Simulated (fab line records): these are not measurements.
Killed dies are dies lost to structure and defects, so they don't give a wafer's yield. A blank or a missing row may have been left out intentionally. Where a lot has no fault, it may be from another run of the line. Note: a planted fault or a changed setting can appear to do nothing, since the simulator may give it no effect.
Which tool was responsible? ; flow n5Finfet ; 10 lots with 30 wafers sampled at 5 steps, on a route of 1938 steps

== WHAT EACH GAUGE READ, for each wafer ==
No reading from a measuring or inspecting step in the record can be judged against a usual standard deviation.

== EACH LOT AND THE TOOL THAT RAN IT (in order: tool; ch and the chambers of the sampled wafers; start) ==
lot;N5_BEOL_M15_STRIP_36;N5_BEOL_M15_STRIP_62;N5_BEOL_M15_STRIP_37;N5_BEOL_M15_SPUTTER_44;N5_PASSIVATION_PROBE_49
L180;rieDiel-03 ch 0,1,2, day 11 13:29;rieDiel-03 ch 0,1,2, day 11 13:31;rieDiel-03 ch 0,1,2, day 11 14:03 or earlier;pvdSputter-01, day 11 14:03;prober-02, day 12 03:47
L182;rieDiel-04 ch 1,2, day 11 17:43;rieDiel-04 ch 1,2, day 11 17:46;rieDiel-04 ch 1,2, day 11 20:25 or earlier;pvdSputter-02, day 11 20:25;prober-02, day 12 11:28
L188;rieDiel-04 ch 0,2, day 13 23:40;rieDiel-04 ch 0,2, day 13 23:43;rieDiel-04 ch 0,2, day 14 00:20 or earlier;pvdSputter-03, day 14 00:20;prober-02, day 14 17:39
L193;rieDiel-03 ch 1,2,3, day 14 03:11;rieDiel-03 ch 1,2,3, day 14 03:13;rieDiel-03 ch 1,2,3, day 14 03:47 or earlier;pvdSputter-03, day 14 03:47;prober-02, day 14 18:11
L187;rieDiel-04 ch 0,3, day 14 03:11;rieDiel-04 ch 0,3, day 14 03:14;rieDiel-04 ch 0,3, day 14 03:48 or earlier;pvdSputter-01, day 14 03:48;prober-01, day 15 00:30
L196;rieDiel-04 ch 0,1,2, day 15 09:10;rieDiel-04 ch 0,1,2, day 15 09:12;rieDiel-04 ch 0,1,2, day 15 10:01 or earlier;pvdSputter-01, day 15 10:01;prober-02, day 16 03:41
L195;rieDiel-04 ch 0,2,3, day 15 16:10;rieDiel-04 ch 0,2,3, day 15 16:13;rieDiel-04 ch 0,2,3, day 15 17:00 or earlier;pvdSputter-01, day 15 17:00;prober-02, day 16 08:29
L197;rieDiel-03 ch 0,1,2, day 16 04:44;rieDiel-03 ch 0,1,2, day 16 04:47;rieDiel-03 ch 0,1,2, day 16 05:26 or earlier;pvdSputter-01, day 16 05:26;prober-01, day 16 22:42
L203;rieDiel-01 ch 1,2,3, day 17 04:14;rieDiel-01 ch 1,2,3, day 17 04:17;rieDiel-01 ch 1,2,3, day 17 05:05 or earlier;pvdSputter-03, day 17 05:05;prober-01, day 17 19:24
L202;rieDiel-03 ch 0,2,3, day 17 19:23;rieDiel-03 ch 0,2,3, day 17 19:26;rieDiel-03 ch 0,2,3, day 17 20:23 or earlier;pvdSputter-03, day 17 20:23;prober-01, day 18 15:29
- N5_BEOL_M15_STRIP_36: strips in O2.
- N5_BEOL_M15_STRIP_62: strips in O2.
- N5_BEOL_M15_STRIP_37: strips in O2.
- N5_BEOL_M15_SPUTTER_44: material Ta, target thk 15 nm, time 24.19 s.
- N5_PASSIVATION_PROBE_49

== AS READ BY THE TOOLS THEMSELVES (means over the sampled wafers that have a number; for cases with no such wafer, the mark the record gives instead) ==
N5_BEOL_M15_STRIP_36. Usual: chamberPressureMTorr 30.00 mTorr, standard deviation 0.053; drypumpMotorCurrentA 5.5 A, standard deviation 0.43; oesProductAu 0.82 a.u., standard deviation 0.06; rfVppV 3.8 V, standard deviation 0.9; showerheadPlenumPTorr 2.13 Torr, standard deviation 0.078; throttleValvePct 16.65 %, standard deviation 0.22.
lot;tool;chamberPressureMTorr (mTorr);drypumpMotorCurrentA (A);oesProductAu (a.u.);rfVppV (V);showerheadPlenumPTorr (Torr);throttleValvePct (%);flag
L180;rieDiel-03;30.00;5.5;0.85;3.7;2.19;16.70;
L182;rieDiel-04;29.97;5.8;0.71;5.1;2.12;16.80;
L188;rieDiel-04;30.00;5.8;0.91;3.1;2.14;16.49;
L193;rieDiel-03;30.04;5.3;0.79;4.7;2.12;16.85;
L187;rieDiel-04;29.95;6.3;0.76;3.7;2.03;16.71;
L196;rieDiel-04;30.02;5.8;0.86;3.9;2.10;16.49;
L195;rieDiel-04;30.02;6.0;0.92;4.6;2.17;16.47;
L197;rieDiel-03;29.97;5.5;0.81;3.6;2.18;16.77;
L203;rieDiel-01;30.03;5.6;0.82;3.9;2.12;16.51;
L202;rieDiel-03;30.00;5.1;0.80;3.0;2.14;16.87;

N5_BEOL_M15_STRIP_62. Usual: chamberPressureMTorr 29.997 mTorr, standard deviation 0.026; drypumpMotorCurrentA 5.5 A, standard deviation 0.43; oesProductAu 0.82 a.u., standard deviation 0.06; rfVppV 3.7 V, standard deviation 0.48; showerheadPlenumPTorr 2.13 Torr, standard deviation 0.078; throttleValvePct 16.65 %, standard deviation 0.21.
lot;tool;chamberPressureMTorr (mTorr);drypumpMotorCurrentA (A);oesProductAu (a.u.);rfVppV (V);showerheadPlenumPTorr (Torr);throttleValvePct (%);flag
L180;rieDiel-03;30.011;5.5;0.86;4.0;2.19;16.71;
L182;rieDiel-04;30.000;5.8;0.72;3.7;2.12;16.80;
L188;rieDiel-04;-;-;-;-;-;-;OFF
L193;rieDiel-03;-;-;-;-;-;-;OFF
L187;rieDiel-04;30.017;6.3;0.76;4.0;2.03;16.72;
L196;rieDiel-04;29.976;5.7;0.85;3.2;2.10;16.48;
L195;rieDiel-04;30.016;6.0;0.92;3.4;2.17;16.47;
L197;rieDiel-03;29.995;5.5;0.81;3.3;2.18;16.76;
L203;rieDiel-01;29.974;5.6;0.81;3.9;2.12;16.50;
L202;rieDiel-03;29.996;5.1;0.79;3.3;2.14;16.87;

N5_BEOL_M15_STRIP_37. Usual: chamberPressureMTorr 30.00 mTorr, standard deviation 0.031; drypumpMotorCurrentA 5.5 A, standard deviation 0.43; oesProductAu 0.82 a.u., standard deviation 0.059; rfVppV 3.6 V, standard deviation 0.59; showerheadPlenumPTorr 2.13 Torr, standard deviation 0.078; throttleValvePct 16.65 %, standard deviation 0.21.
lot;tool;chamberPressureMTorr (mTorr);drypumpMotorCurrentA (A);oesProductAu (a.u.);rfVppV (V);showerheadPlenumPTorr (Torr);throttleValvePct (%);flag
L180;rieDiel-03;30.00;5.5;0.86;3.7;2.19;16.71;
L182;rieDiel-04;29.96;5.8;0.72;4.0;2.12;16.80;
L188;rieDiel-04;30.00;5.8;0.92;3.2;2.14;16.47;
L193;rieDiel-03;29.98;5.3;0.80;3.0;2.12;16.83;
L187;rieDiel-04;29.98;6.3;0.75;3.5;2.03;16.71;
L196;rieDiel-04;29.98;5.8;0.86;3.3;2.10;16.49;
L195;rieDiel-04;30.00;6.0;0.92;3.6;2.17;16.48;
L197;rieDiel-03;29.99;5.5;0.81;3.9;2.18;16.76;
L203;rieDiel-01;30.03;5.6;0.81;3.4;2.12;16.51;
L202;rieDiel-03;29.99;5.1;0.79;3.7;2.14;16.87;

N5_BEOL_M15_SPUTTER_44. Usual: 29.7 % for throttleValvePct, sd 1.
lot;tool;throttleValvePct (%);flag
L180;pvdSputter-01;29.7;
L182;pvdSputter-02;29.3;
L188;pvdSputter-03;30.0;
L193;pvdSputter-03;31.3;
L187;pvdSputter-01;29.6;
L196;pvdSputter-01;29.4;
L195;pvdSputter-01;29.7;
L197;pvdSputter-01;29.5;
L203;pvdSputter-03;30.0;
L202;pvdSputter-03;31.0;

N5_PASSIVATION_PROBE_49. Usual: defectLimitedYield 91.1 %, standard deviation 1.3; killed_at_M0_to_M3 34, standard deviation 10; killed_at_M4_up 14, standard deviation 5.7; killedAtContacts 12, standard deviation 5.9; killedAtFrontEnd 41, standard deviation 12; killedAtOther 4, standard deviation 3.1; killedDies 105, standard deviation 15; killedOpen 69, standard deviation 11; killedShort 35, standard deviation 7.8; sort_bin_5_function 5.3 %, standard deviation 0.81; sort_bin_6_memory 3.3 %, standard deviation 0.75; sortNPass 1075, standard deviation 15; sortYieldPct 91.1 %, standard deviation 1.3.
lot;tool;defectLimitedYield (%);killed_at_M0_to_M3;killed_at_M4_up;killedAtContacts;killedAtFrontEnd;killedAtOther;killedDies;killedOpen;killedShort;sort_bin_5_function (%);sort_bin_6_memory (%);sortNPass;sortYieldPct (%);flag
L180;prober-02;91.2;34;12;16;38;4;104;69;33;5.2;3.4;1076;91.2;
L182;prober-02;92.2;33;12;9;32;7;92;61;30;4.9;2.7;1088;92.2;
L188;prober-02;88.4;32;11;19;72;3;137;94;41;7.0;4.3;1043;88.4;
L193;prober-02;88.4;47;14;6;64;6;137;90;45;6.1;5.0;1043;88.4;
L187;prober-01;89.9;42;13;14;48;2;118;75;44;6.1;3.7;1062;89.9;
L196;prober-02;91.2;30;10;12;47;4;104;74;28;5.2;3.3;1076;91.2;
L195;prober-02;91.6;26;17;13;42;1;100;65;33;5.1;3.0;1080;91.6;
L197;prober-01;91.2;32;16;7;45;3;104;62;40;5.3;3.1;1076;91.2;
L203;prober-01;91.6;35;15;12;30;7;99;63;33;5.2;2.9;1081;91.6;
L202;prober-01;91.3;41;9;14;35;4;103;70;33;5.2;3.3;1077;91.3;

== THE ANSWER, worked out from the rows above alone ==
Rule: a lot is off if the mean of its wafers that have a number lies more than 3 standard deviations from the usual mean. A lot without any number at a reading at which 4 lots or more have one is off too. Any other lot the step has rows for is counted as sound. Order of review: gauges by route order, followed by the tools' own readings, for which a lot's mean as printed above is used. At the first step where some lot is off, the reading lying furthest off is the one used; lots without a number count as furthest.
Off at N5_BEOL_M15_STRIP_62 (chamberPressureMTorr): L188, L193. Without a number there: L188, L193.
If a tool, at that step or one of the process steps before it, ran each lot that is off and ran no sound lot following the first of them, it fits. Of those tried, none fits.

== WHAT WAS PUT IN BY THE SIMULATOR ==
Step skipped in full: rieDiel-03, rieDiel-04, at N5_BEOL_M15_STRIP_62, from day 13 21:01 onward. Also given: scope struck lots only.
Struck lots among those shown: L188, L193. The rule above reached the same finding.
